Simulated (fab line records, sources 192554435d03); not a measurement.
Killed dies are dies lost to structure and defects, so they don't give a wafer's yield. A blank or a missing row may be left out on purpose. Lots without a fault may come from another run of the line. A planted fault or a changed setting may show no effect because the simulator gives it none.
Which tool did it? | flow n5_finfet | 8 lots, 22 wafers sampled, at 7 steps of a route of 1938

WHAT THE GAUGES READ, wafer by wafer
N5_ZERO_LAYER_INSPECT_20: inspects for defects (darkfield).
lot  | measured    | on                | raw_defect_count
L221 | day 1 19:23 | defect_inspect-01 | 31 33 36
L224 | day 2 13:22 | defect_inspect-02 | 48 56 36
L225 | day 2 19:57 | defect_inspect-01 | 28 35 28
L226 | day 3 01:23 | defect_inspect-02 | 15 28 30
L231 | day 4 07:28 | defect_inspect-02 | 41 22
L236 | day 5 13:28 | defect_inspect-01 | 920 80 25
L242 | day 7 01:16 | defect_inspect-01 | 58 36
L243 | day 7 07:15 | defect_inspect-02 | 61 63 83

N5_WELL_APT_OVL_MEAS_09.
lot  | measured    | on         | NWELL_OVL (nm)
L221 | day 1 19:50 | overlay-01 | 0 2 4
L224 | day 2 13:49 | overlay-02 | -16 -9 -9
L225 | day 2 20:25 | overlay-01 | 1 4 2
L226 | day 3 01:43 | overlay-02 | 5 3 14
L231 | day 4 07:58 | overlay-01 | -7 -5
L236 | day 5 13:56 | overlay-01 | 11 3 2
L242 | day 7 01:36 | overlay-01 | 2 3
L243 | day 7 07:35 | overlay-01 | -8 -8 -10

N5_WELL_APT_INSPECT_10: inspects for defects (macro).
lot  | measured    | on                | raw_defect_count
L221 | day 1 19:52 | defect_inspect-02 | 4 2 1
L224 | day 2 13:50 | defect_inspect-01 | 0 2 0
L225 | day 2 20:26 | defect_inspect-01 | 2 3 3
L226 | day 3 01:44 | defect_inspect-02 | 2 1 1
L231 | day 4 07:59 | defect_inspect-02 | 2 1
L236 | day 5 13:57 | defect_inspect-02 | >300 1 2
L242 | day 7 01:38 | defect_inspect-01 | 1 2
L243 | day 7 07:37 | defect_inspect-02 | 5 0 2

N5_BEOL_M4_RC_MEAS_101.
lot  | measured     | on        | DIBL_N (mV/V)  | DIBL_P (mV/V)  | IOFF_N (nA/um)    | IOFF_P (nA/um) | ION_N (uA/um) | ION_P (uA/um) | SS_N (mV/dec)  | SS_P (mV/dec)  | VT_N (mV)   | VT_P (mV)
L221 | day 8 17:17  | prober-01 | 37.9 37.5 35.9 | 38.4 37.2 36.3 | 0.208 0.182 0.166 | 0.24 0.23 0.22 | 696 671 688   | 472 461 474   | 72.1 71.8 70.9 | 73.4 73.3 73.4 | 245 247 247 | -247 -248 -249
L224 | day 9 07:03  | prober-02 | 36.1 37.1 35.4 | 34.7 34.5 32.9 | 0.165 0.181 0.140 | 0.21 0.20 0.18 | 674 694 678   | 460 468 464   | 72.0 72.9 71.3 | 72.9 73.0 72.6 | 248 248 251 | -251 -252 -252
L225 | day 9 06:25  | prober-01 | 32.8 30.9 34.8 | 32.8 30.8 34.6 | 0.124 0.101 0.152 | 0.17 0.14 0.19 | 669 638 676   | 460 444 460   | 71.5 69.9 71.7 | 72.4 71.8 72.7 | 251 256 247 | -251 -255 -252
L226 | day 10 00:43 | prober-01 | 36.2 37.4 35.3 | 37.5 38.2 36.8 | 0.178 0.200 0.169 | 0.24 0.24 0.22 | 685 684 686   | 470 469 475   | 71.6 71.5 70.8 | 72.9 73.6 72.9 | 246 245 247 | -247 -246 -250
L231 | day 10 18:20 | prober-02 | 34.3 36.0      | 32.8 35.0      | 0.128 0.170       | 0.16 0.20      | 664 689       | 452 464       | 70.4 71.7      | 73.3 73.6      | 251 246     | -253 -251
L236 | day 12 13:44 | prober-01 | 36.7 37.4 37.1 | 36.3 37.0 36.7 | 0.157 0.171 0.169 | 0.21 0.23 0.23 | 682 683 677   | 472 469 467   | 72.4 72.5 71.9 | 72.9 73.6 73.5 | 248 248 246 | -248 -247 -247
L242 | day 14 00:10 | prober-01 | 36.4 37.0      | 38.0 39.4      | 0.163 0.172       | 0.20 0.22      | 666 676       | 459 464       | 71.1 71.1      | 73.1 73.1      | 246 249     | -252 -251
L243 | day 14 08:04 | prober-02 | 36.7 37.4 35.5 | 38.3 38.4 37.9 | 0.173 0.189 0.159 | 0.21 0.22 0.21 | 680 674 683   | 466 461 462   | 72.6 71.5 72.3 | 73.2 73.3 72.8 | 247 246 249 | -251 -251 -250

WHICH TOOL RAN EACH LOT (tool, then ch and the chambers of the sampled wafers, then the start)
lot  | N5_ZERO_LAYER_ETCH_18           | N5_WELL_APT_DESCUM_30             | N5_PMOS_HMC_CHANNEL_EPI_HM_OPEN_15
L221 | rie_si-01 ch 0,1,2, day 1 18:55 | rie_diel-03 ch 0,1,3, day 1 21:10 | rie_diel-02 ch 1,3, day 1 23:25
L224 | rie_si-01 ch 1,2, day 2 12:52   | rie_diel-01 ch 0,3, day 2 14:59   | rie_diel-05 ch 0,1,3, day 2 18:28
L225 | rie_si-04 ch 0,1,2, day 2 19:29 | rie_diel-01 ch 0,1,3, day 2 22:35 | rie_diel-04 ch 0,1, day 3 00:55
L226 | rie_si-06 ch 2,3, day 3 00:55   | rie_diel-06 ch 0,3, day 3 03:14   | rie_diel-02 ch 0,2,3, day 3 05:48
L231 | rie_si-04 ch 2,3, day 4 07:02   | rie_diel-06 ch 1,2, day 4 09:20   | rie_diel-02 ch 0,1, day 4 11:34
L236 | rie_si-01 ch 0,1,2, day 5 12:55 | rie_diel-01 ch 1,2,3, day 5 15:09 | rie_diel-02 ch 1,2, day 5 18:07
L242 | rie_si-06 ch 0,3, day 7 00:50   | rie_diel-03 ch 0,3, day 7 02:50   | rie_diel-04 ch 0,1, day 7 05:04
L243 | rie_si-04 ch 0,1,3, day 7 06:47 | rie_diel-06 ch 0,1,2, day 7 08:46 | rie_diel-02 ch 0,1,2, day 7 11:12
- N5_ZERO_LAYER_ETCH_18: etches Si in HBr/Cl2, target depth 120 nm, time 40 s.
- N5_WELL_APT_DESCUM_30: chemistry O2, time 7.9 s.
- N5_PMOS_HMC_CHANNEL_EPI_HM_OPEN_15: chemistry CHF3/O2, target SiO2, target depth 40.6 nm, time 20.3 s.

WHAT THE TOOLS THEMSELVES READ (means of the sampled wafers that have a number; where no wafer has one, the mark that the record gives instead)
N5_ZERO_LAYER_ETCH_18.
lot  | tool      | chamber_pressure_mTorr (mTorr) | drypump_motor_current_A (A) | mfc_cl2_sccm (sccm) | oes_product_au (a.u.) | throttle_valve_pct (%)
L221 | rie_si-01 | 9.984                          | 5.4                         | 80.10               | 1.000                 | 36.21
L224 | rie_si-01 | 10.005                         | 5.6                         | 80.21               | 0.995                 | 36.02
L225 | rie_si-04 | 9.989                          | 5.9                         | 79.82               | 0.989                 | 36.31
L226 | rie_si-06 | 10.006                         | 5.6                         | 79.75               | 1.002                 | 36.20
L231 | rie_si-04 | 9.998                          | 5.7                         | 79.89               | 0.998                 | 36.33
L236 | rie_si-01 | 9.999                          | 5.5                         | 79.97               | 0.998                 | 36.21
L242 | rie_si-06 | 10.005                         | 5.8                         | 79.83               | 0.987                 | 36.20
L243 | rie_si-04 | 10.000                         | 6.0                         | 79.79               | 0.991                 | 36.48

N5_WELL_APT_DESCUM_30.
lot  | tool        | chamber_pressure_mTorr (mTorr) | drypump_motor_current_A (A) | oes_product_au (a.u.) | rf_vpp_V (V) | showerhead_plenum_p_Torr (Torr) | throttle_valve_pct (%)
L221 | rie_diel-03 | 19.995                         | 5.5                         | 0.78                  | 243.8        | 2.13                            | 20.43
L224 | rie_diel-01 | 19.994                         | 6.5                         | 0.76                  | 244.5        | 2.18                            | 20.40
L225 | rie_diel-01 | 19.998                         | 6.2                         | 0.75                  | 244.4        | 2.12                            | 20.28
L226 | rie_diel-06 | 20.012                         | 5.5                         | 0.71                  | 242.4        | 2.06                            | 20.60
L231 | rie_diel-06 | 20.002                         | 6.4                         | 0.73                  | 244.1        | 2.12                            | 20.41
L236 | rie_diel-01 | 19.991                         | 5.8                         | 0.76                  | 243.1        | 2.11                            | 20.26
L242 | rie_diel-03 | 19.973                         | 5.6                         | 0.87                  | 243.2        | 2.08                            | 20.32
L243 | rie_diel-06 | 19.997                         | 6.2                         | 0.72                  | 243.7        | 2.13                            | 20.48

N5_PMOS_HMC_CHANNEL_EPI_HM_OPEN_15.
lot  | tool        | chamber_pressure_mTorr (mTorr) | drypump_motor_current_A (A) | mfc_ar_sccm (sccm) | oes_product_au (a.u.) | rf_vpp_V (V) | showerhead_plenum_p_Torr (Torr) | throttle_valve_pct (%)
L221 | rie_diel-02 | 30.004                         | 5.0                         | 200.2              | 0.74                  | 529          | 2.51                            | 19.02
L224 | rie_diel-05 | 29.978                         | 5.8                         | 199.4              | 0.76                  | 526          | 2.45                            | 19.03
L225 | rie_diel-04 | 30.003                         | 5.7                         | 200.0              | 0.77                  | 521          | 2.42                            | 18.83
L226 | rie_diel-02 | 30.007                         | 5.4                         | 199.9              | 0.74                  | 525          | 2.40                            | 18.85
L231 | rie_diel-02 | 30.011                         | 5.2                         | 199.8              | 0.69                  | 519          | 2.38                            | 18.88
L236 | rie_diel-02 | 30.009                         | 5.4                         | 200.4              | 0.74                  | 521          | 2.43                            | 18.74
L242 | rie_diel-04 | 29.992                         | 5.7                         | 199.2              | 0.89                  | 522          | 2.40                            | 18.71
L243 | rie_diel-02 | 30.024                         | 5.3                         | 199.6              | 0.71                  | 520          | 2.38                            | 18.83

THE ANSWER, worked out from the rows above alone
Rule: what is usual is taken from the lots themselves. Put in order of their means at a reading, lots are off if they are a third of the lots or fewer, leave a main group of 4 or more, and stand apart from it by a gap of 3 or more times the standard deviation of the main group's means; of several such gaps the widest counts. A main group whose means are all the same, to the digits that the tables above print for the reading, isn't used. A lot without any number at a reading at which 4 lots or more have one is off too. The other lots that the step has rows for count as sound. The gauges are gone through in route order, then the tools' own readings, and for those a lot's mean is taken as printed above. The first step at which some lot is off is used, and at that step the reading that is off furthest; a lot without a number counts as furthest.
Off: L236, at N5_ZERO_LAYER_INSPECT_20 (raw_defect_count). The main group: mean 40, standard deviation 14.
A tool fits if, at a process step before that reading, it ran every lot that is off, and no sound lot after the first of them. The gauges at N5_ZERO_LAYER_INSPECT_20 are tried like those tools. One fits: rie_si-01 at N5_ZERO_LAYER_ETCH_18. Its last sound lot is L224 (day 2 12:52), its first lot that is off L236 (day 5 12:55): a fault that began between those two fits.

WHAT THE SIMULATOR HAD PUT IN
Chamber particle source: rie_si-01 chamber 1, from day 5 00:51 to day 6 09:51, at N5_ZERO_LAYER_ETCH_18. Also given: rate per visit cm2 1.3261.
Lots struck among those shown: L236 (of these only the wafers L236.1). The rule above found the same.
